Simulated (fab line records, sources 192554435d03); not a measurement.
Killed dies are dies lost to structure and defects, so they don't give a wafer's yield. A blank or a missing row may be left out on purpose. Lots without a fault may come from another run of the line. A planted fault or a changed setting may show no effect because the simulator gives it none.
fab line records | flow n5_finfet
record lots=6 wafers=18 last_day=17
route steps=1938 shown BEOL_M12@1641 PASSIVATION@1936
lots that met no fault: from a run of the same line without faults
start_h: hours from the record's first day to the start of the lot's first wafer shown | wait_h: hours since the lot's step before | " the same as in the row above | L1.1+2: a row that stands for several wafers | - no value, or no start given | * or withheld: withheld | < > ~ a bound
route shown NAME@n: a module of which the file shows steps, and the number in the route of the first | usual: mean/standard deviation of fault-free wafers | same: alike in all rows | chamber/n: place in a boat | sites: the reading at each site | _std_site: their standard deviation | _edge_site: outer sites' mean less inner sites' | radius_mm: how far each site lies from the wafer's centre | mask NAME#n: copy n | behind: the tool/chamber that last shaped the wafer | hold: why the lot was held/for how many hours/how that ended | device: the transistor (n, p or np) that didn't switch | end of line: the same wafers' tests at the end of the route | a step without rows: its recipe alone | killed: dies lost to structure and defects at the first sort, not the wafer's yield | map: a wafer's dies, x killed, . not, _ none there
set.NAME: the setting as run; set.NAME@STEP: as run at that earlier step | model.NAME: the simulator's own value behind a step, which no gauge read
lots at some steps of the route; a table a step, a row a wafer
services: from which hour (start_h, from the record's first day; less than 0 if before it) a tool's chamber was out of use, for how many hours, and why
## steps
# step N5_BEOL_M12_OCD_MEAS_35
# usual trench_depth_nm=318/4.5
# columns lot.wafer tool chamber start_h wait_h trench_depth_nm
L177.2 ocd-01 - 248.44 0.0 314
L177.4 " - " " 312
L177.6 " - " " 312
L182.2 ocd-02 - 280.94 0.0 317
L182.3 " - " " 313
L182.5 " - " " 317
L181.1 ocd-01 - 286.09 0.0 325
L181.4 " - " " 321
L181.5 " - " " 315
L185.2 ocd-02 - 306.09 0.0 318
L185.3 " - " " 312
L185.4 " - " " 313
L196.1 ocd-02 - 357.41 0.0 321
L196.5 " - " " 320
L196.6 " - " " 318
L194.2 ocd-01 - 385.95 0.0 312
L194.3 " - " " 312
L194.6 " - " " 316
# step N5_BEOL_M12_STRIP_37
# recipe chemistry=N2/H2 power_w=1000 temp_c=250 h2_frac=0.65 overash_fraction=0.3 pressure_mtorr=withheld n2_flow_sccm=1750 h2_flow_sccm=3250
# step N5_BEOL_M12_ETCH_38
# recipe chemistry=CF4/N2 target=SiCN target_depth_a=687 taper_deg=2 time_s=73.4 ion_energy_ev=150 mask_material=SiO2 pressure_mtorr=40 source_w=430 bias_w=70 Ar_flow_sccm=100 cf4_flow_sccm=60 n2_flow_sccm=60
# usual drypump_motor_current_A=5.7/0.54 oes_product_au=0.82/0.074 rf_vpp_V=382.2/2 showerhead_plenum_p_Torr=2.20/0.077 throttle_valve_pct=15.36/0.22
# columns lot.wafer tool chamber start_h wait_h drypump_motor_current_A oes_product_au rf_hours_counter_h rf_vpp_V showerhead_plenum_p_Torr throttle_valve_pct
L177.2 rie_diel-01 2 248.58 - 5.1 0.92 23 381.3 2.16 14.94
L177.4 " 3 " " 6.0 0.88 39 381.6 2.17 15.45
L177.6 " 3 " " 6.0 0.87 - 380.0 2.17 15.45
L182.2 rie_diel-02 0 282.35 - 5.6 0.70 222 380.4 2.09 15.57
L182.3 " 2 " " 5.5 0.87 45 385.5 2.34 15.34
L182.5 " 2 " " 5.4 0.87 - 384.2 2.34 15.33
L181.1 rie_diel-02 2 286.79 - 5.4 0.87 48 386.0 2.34 15.34
L181.4 " 0 " " 5.6 0.69 - 380.8 2.09 15.59
L181.5 " 2 " " 5.4 0.87 - 385.2 2.34 15.35
L185.2 rie_diel-01 3 306.83 - 6.1 0.86 58 379.5 2.16 15.50
L185.3 " 2 " " 5.1 0.89 46 382.1 2.15 15.00
L185.4 " 0 " " 6.0 0.74 165 382.3 2.20 15.51
L196.1 rie_diel-06 0 362.30 - 5.5 0.86 65 385.5 2.32 15.31
L196.5 " 2 " " 5.5 0.79 - 382.9 2.21 15.74
L196.6 " 1 " " 4.9 0.75 - 381.7 2.20 15.36
L194.2 rie_diel-06 0 386.52 - 5.5 0.84 74 384.8 2.32 15.32
L194.3 " 1 " " 4.9 0.72 190 381.9 2.20 15.35
L194.6 " 3 " " 5.3 0.82 - 379.3 2.14 15.14
# step N5_BEOL_M12_PRECLEAN_39
# recipe chemistry=residue_remover time_s=60 temp_c=40
# step N5_BEOL_M12_SRD_40
# recipe time_s=30 temp_c=23 rinse_liquid=diw dry=n2_spin spin_rpm=1500 dry_time_s=30
# step N5_BEOL_M12_DEGAS_41
# recipe ambient=vacuum temp_c=250 time_s=60
# usual heater_power_w=329/42
# columns lot.wafer tool chamber start_h wait_h heater_power_w
L177.2 pvd_sputter-02 - 249.08 0.3 353
L177.4 " - " " 301
L177.6 " - " " 421
L182.2 pvd_sputter-03 - 285.10 2.6 314
L182.3 " - " " 289
L182.5 " - " " 307
L181.1 pvd_sputter-01 - 287.23 0.3 356
L181.4 " - " " 293
L181.5 " - " " 361
L185.2 pvd_sputter-02 - 307.23 0.2 425
L185.3 " - " " 297
L185.4 " - " " 333
L196.1 pvd_sputter-02 - 362.81 0.3 344
L196.5 " - " " 413
L196.6 " - " " 336
L194.2 pvd_sputter-01 - 387.08 0.4 353
L194.3 " - " " 295
L194.6 " - " " 366
# step N5_BEOL_M12_PRE_CLEAN_42
# recipe gas=H2/He time_s=30 temp_c=250
# step N5_BEOL_M12_SPUTTER_43
# recipe material=TaN target_thk_a=150 temp_c=50 bias_v=168.6 power_w=15000 chamber_pressure_pa=0.12 time_s=24.19
# usual throttle_valve_pct=29.9/1
# columns lot.wafer tool chamber start_h wait_h throttle_valve_pct
L177.2 pvd_sputter-02 - 249.16 0.0 28.8
L177.4 " - " " 29.4
L177.6 " - " " 29.0
L182.2 pvd_sputter-03 - 285.18 0.0 29.3
L182.3 " - " " 32.0
L182.5 " - " " 29.4
L181.1 pvd_sputter-01 - 287.31 0.0 31.8
L181.4 " - " " 30.8
L181.5 " - " " 30.8
L185.2 pvd_sputter-02 - 307.31 0.0 29.4
L185.3 " - " " 29.4
L185.4 " - " " 28.8
L196.1 pvd_sputter-02 - 362.89 0.0 29.1
L196.5 " - " " 29.1
L196.6 " - " " 28.4
L194.2 pvd_sputter-01 - 387.16 0.0 31.7
L194.3 " - " " 30.9
L194.6 " - " " 30.8
# step N5_BEOL_M12_SPUTTER_44
# recipe material=Ta target_thk_a=100 temp_c=50 bias_v=80 power_w=15000 chamber_pressure_pa=0.07 time_s=16.13
# usual throttle_valve_pct=29.9/0.99
# columns lot.wafer tool chamber start_h wait_h throttle_valve_pct
L177.2 pvd_sputter-02 - 249.24 0.0 29.3
L177.4 " - " " 29.6
L177.6 " - " " 29.1
L182.2 pvd_sputter-03 - 285.26 0.0 29.3
L182.3 " - " " 31.9
L182.5 " - " " 29.3
L181.1 pvd_sputter-01 - 287.39 0.0 31.8
L181.4 " - " " 30.9
L181.5 " - " " 30.7
L185.2 pvd_sputter-02 - 307.39 0.0 29.1
L185.3 " - " " 29.4
L185.4 " - " " 28.7
L196.1 pvd_sputter-02 - 362.97 0.0 29.3
L196.5 " - " " 29.4
L196.6 " - " " 28.9
L194.2 pvd_sputter-01 - 387.24 0.0 31.3
L194.3 " - " " 30.7
L194.6 " - " " 30.7
# step N5_BEOL_M12_SPUTTER_45
# recipe material=Cu target_thk_a=800 temp_c=-20 bias_v=60 power_w=26000 chamber_pressure_pa=0.13 time_s=13.33
# step N5_BEOL_M12_ECD_47
# recipe material=Cu target_thk_a=7200
# step N5_BEOL_M12_ANNEAL_48
# recipe temp_c=225 time_s=90 ambient=N2
# usual wafer_temp_C_max=226.2/0.71
# columns lot.wafer tool chamber start_h wait_h wafer_temp_C_max
L177.2 rtp_anneal-01 0 250.09 0.6 226.9
L177.4 " 0 " " 227.3
L177.6 " 0 " " 227.6
L182.2 rtp_anneal-02 0 285.64 0.1 225.5
L182.3 " 0 " " 225.7
L182.5 " 0 " " 225.6
L181.1 rtp_anneal-01 0 289.39 1.8 226.3
L181.4 " 0 " " 226.7
L181.5 " 0 " " 226.5
L185.2 rtp_anneal-02 0 307.78 0.1 225.6
L185.3 " 0 " " 225.5
L185.4 " 0 " " 225.4
L196.1 rtp_anneal-01 0 363.31 0.1 226.5
L196.5 " 0 " " 227.1
L196.6 " 0 " " 227.0
L194.2 rtp_anneal-01 0 387.63 0.1 226.8
L194.3 " 0 " " 227.1
L194.6 " 0 " " 226.8
# step N5_BEOL_M12_CMP_49
# recipe stop_on=SiOC t_overpolish_s=20.6 down_force_psi=1 platen_rpm=50 clearing_platen_down_force_psi=1.5 clearing_platen_rpm=50 post_cmp_clean=cu_alkaline target_thk_nm=320 clearing_platen_pad_velocity_m_s=0.99484 pad_velocity_m_s=0.99484
# usual barrier_field_endpoint_s=30.3/0.81 head_pressure_psi=1.0000/0.0021 motor_current_A=5.8/0.49 overpolish_run_s=20.600/0.0098
# columns lot.wafer tool chamber start_h wait_h barrier_field_endpoint_s head_pressure_psi motor_current_A overpolish_run_s
L177.4 cmp-02 2 250.39 0.2 30.2 1.0006 6.3 20.600
L177.2 " 0 " " 30.0 0.9986 5.3 20.608
L177.6 " 2 " " 30.3 1.0003 6.4 20.585
L182.2 cmp-02 1 285.89 0.2 29.6 0.9949 5.7 20.595
L182.3 " 0 " " 29.4 1.0012 5.3 20.616
L182.5 " 1 " " 30.0 1.0007 5.7 20.607
L181.4 cmp-02 3 289.72 0.2 27.4 1.0549 5.8 20.607
L181.1 " 1 " " 28.3 1.0478 5.9 20.610
L181.5 " 3 " " 27.7 1.0527 5.5 20.593
L185.3 cmp-02 3 308.03 0.2 28.8 1.0469 5.7 20.616
L185.4 " 0 " " 28.2 1.0527 5.5 20.592
L185.2 " 2 " " 28.5 1.0497 6.2 20.598
L196.1 cmp-01 1 363.61 0.3 31.1 0.9998 5.2 20.597
L196.6 " 1 " " 31.4 1.0011 5.1 20.589
L196.5 " 2 " " 30.9 1.0029 5.7 20.602
L194.3 cmp-01 3 387.88 0.2 32.0 0.9989 6.6 20.593
L194.2 " 1 " " 29.6 0.9992 5.4 20.610
L194.6 " 0 " " 29.8 1.0019 6.0 20.587
# step N5_PASSIVATION_PROBE_49
# usual defect_limited_yield=91.4/1.3 killed_at_M0_to_M3=34/10 killed_at_M4_up=14/5.6 killed_at_contacts=13/5.9 killed_at_front_end=37/9.9 killed_at_other=3.5/2.8 killed_dies=101/15 killed_open=67/12 killed_short=32/6.6 sort_bin_5_function=5.0/0.81 sort_bin_6_memory=3.2/0.66 sort_n_pass=1079/15 sort_yield_pct=91.4/1.3
# same gross_dies=1180 killed_at_back_side=0 sort_bin_4_leakage[%]=0 sort_bin_8_speed[%]=0
# columns lot.wafer tool chamber start_h wait_h defect_limited_yield[%] killed_at_M0_to_M3 killed_at_M4_up killed_at_contacts killed_at_front_end killed_at_other killed_dies killed_open killed_short sort_bin_5_function[%] sort_bin_6_memory[%] sort_n_pass sort_yield_pct[%]
L177.2 prober-01 - 287.95 0.1 90.4 24 18 17 50 4 113 75 36 5.8 3.2 1067 90.4
L177.4 prober-01 - 288.05 0.2 90.5 32 15 12 50 3 112 70 42 4.9 4.3 1068 90.5
L177.6 prober-01 - 288.15 0.3 91.9 29 16 9 33 8 95 58 37 5.3 2.4 1085 91.9
L182.2 prober-01 - 316.69 0.1 92.0 24 11 12 46 1 94 65 28 4.7 3.1 1086 92.0
L182.3 prober-01 - 316.74 0.1 93.1 27 16 10 28 0 81 59 22 4.6 1.9 1099 93.1
L182.5 prober-01 - 316.84 0.2 91.4 42 22 16 21 0 101 69 32 5.2 3.3 1079 91.4
L181.1 prober-02 - 323.79 0.0 90.7 34 19 15 38 4 110 76 32 5.7 3.2 1070 90.7
L181.4 prober-02 - 323.94 0.2 89.5 31 16 18 51 8 124 82 38 6.4 3.7 1056 89.5
L181.5 prober-02 - 323.99 0.2 92.6 30 13 9 28 7 87 51 36 3.8 3.2 1093 92.6
# killed by level:class
L177.2 STI_FIN_REVEAL:geometric_particle:open=19 MOL_CONTACT_COAG:geometric_particle:open=13 BEOL_M4:geometric_particle:open=10 BEOL_M0_SAQP:geometric_particle:short=9 GATE_CUT:geometric_particle:short=6 FIN_SAQP:geometric_particle:open=5 BEOL_M2:geometric_particle:open=5 STI_FIN_REVEAL:geometric_particle:short=4
L177.4 FIN_SAQP:geometric_particle:short=13 STI_FIN_REVEAL:geometric_particle:open=12 MOL_CONTACT_COAG:geometric_particle:open=10 BEOL_M0_SAQP:geometric_particle:open=10 BEOL_M4:geometric_particle:open=9 FIN_SAQP:geometric_particle:open=7 BEOL_M0_SAQP:geometric_particle:short=7 BEOL_M0:geometric_particle:short=5
L177.6 BEOL_M0_SAQP:geometric_particle:short=13 FIN_SAQP:geometric_particle:short=9 BEOL_M0_SAQP:geometric_particle:open=9 STI_FIN_REVEAL:geometric_particle:open=8 MOL_CONTACT_COAG:geometric_particle:open=7 BEOL_M6:geometric_particle:open=4 STI_FIN_REVEAL:geometric_particle:short=3 BEOL_M4:geometric_particle:open=3
L182.2 STI_FIN_REVEAL:geometric_particle:open=18 MOL_CONTACT_COAG:geometric_particle:open=10 DUMMY_GATE:geometric_particle:open=6 BEOL_M1:geometric_particle:open=6 BEOL_M0_SAQP:geometric_particle:short=5 BEOL_M4:geometric_particle:open=5 STI_FIN_REVEAL:geometric_particle:short=4 BEOL_M0_SAQP:geometric_particle:open=4
L182.3 BEOL_M4:geometric_particle:open=12 BEOL_M1:geometric_particle:open=11 MOL_CONTACT_COAG:geometric_particle:open=8 BEOL_M1:geometric_particle:short=5 FIN_SAQP:geometric_particle:open=4 FIN_SAQP:geometric_particle:short=4 GATE_CUT:geometric_particle:open=4 BEOL_M2:geometric_particle:open=4
L182.5 BEOL_M4:geometric_particle:open=18 MOL_CONTACT_COAG:geometric_particle:open=10 BEOL_M1:geometric_particle:open=10 BEOL_M0_SAQP:geometric_particle:short=7 BEOL_M1:geometric_particle:short=7 MOL_CONTACT_COAG:geometric_particle:short=6 BEOL_M2:geometric_particle:open=6 GATE_CUT:geometric_particle:short=5
L181.1 STI_FIN_REVEAL:geometric_particle:open=13 MOL_CONTACT_COAG:geometric_particle:open=13 BEOL_M0_SAQP:geometric_particle:short=10 BEOL_M4:geometric_particle:open=9 BEOL_M2:geometric_particle:open=7 GATE_CUT:geometric_particle:short=5 GATE_CUT:geometric_particle:open=4 BEOL_M0_SAQP:geometric_particle:open=4
L181.4 MOL_CONTACT_COAG:geometric_particle:open=16 STI_FIN_REVEAL:geometric_particle:open=14 FIN_SAQP:geometric_particle:short=13 BEOL_M2:geometric_particle:open=12 FIN_SAQP:geometric_particle:open=5 BEOL_M1:geometric_particle:open=5 BEOL_M4:geometric_particle:open=5 BEOL_M0_SAQP:geometric_particle:open=4
L181.5 MOL_CONTACT_COAG:geometric_particle:open=9 FIN_SAQP:geometric_particle:short=6 BEOL_M0_SAQP:geometric_particle:open=6 FIN_SAQP:geometric_particle:open=5 BEOL_M2:geometric_particle:open=5 BEOL_M0_SAQP:geometric_particle:short=5 BEOL_M3:geometric_particle:open=5 GATE_CUT:geometric_particle:short=4
## services
# columns tool chamber start_h hours kind
cmp-02 - 231.37 0.9 repair
rie_diel-01 0 231.78 6.0 repair
rie_diel-02 0 262.90 4.5 repair
rtp_anneal-02 - 287.30 3.2 pm
rie_diel-02 3 287.94 - clean
rie_diel-02 3 287.94 - consumable_replace:focus_ring
rie_diel-02 3 287.94 - consumable_replace:showerhead
rie_diel-02 3 287.94 28.8 scheduled_down
rie_diel-02 3 287.94 28.8 vent_cycle
cmp-01 - 291.99 1.7 repair
rie_diel-06 0 323.70 2.2 repair
cmp-02 - 337.85 1.1 repair
cmp-01 - 340.13 7.8 pm
cmp-02 - 344.61 0.6 repair
rie_diel-02 0 353.41 - clean
rie_diel-02 0 353.41 - consumable_replace:focus_ring
rie_diel-02 0 353.41 - consumable_replace:showerhead
rie_diel-02 0 353.41 14.4 scheduled_down
rie_diel-02 0 353.41 14.4 vent_cycle
cmp-01 - 372.76 4.5 pm
rtp_anneal-01 - 374.98 5.1 pm
cmp-01 - 377.37 10.4 pm
## key
first_sign step=N5_BEOL_M12_CMP_49 reading=head_pressure_psi direction=up sigmas=24 usual=1.0000 struck=1.0508
effect none on later readings
met_at N5_BEOL_M12_CMP_49
struck_wafers L181.1,L181.4,L181.5,L185.2,L185.3,L185.4
onset_between 285.89 289.72
fault kind=process_parameter_drift tool=cmp-02 chamber=- onset_h=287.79 steps=N5_BEOL_M12_CMP_49 channel=down_force_psi offset=0.050285 shape=step end_h=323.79 acts_in=these_recipes_only stated=1
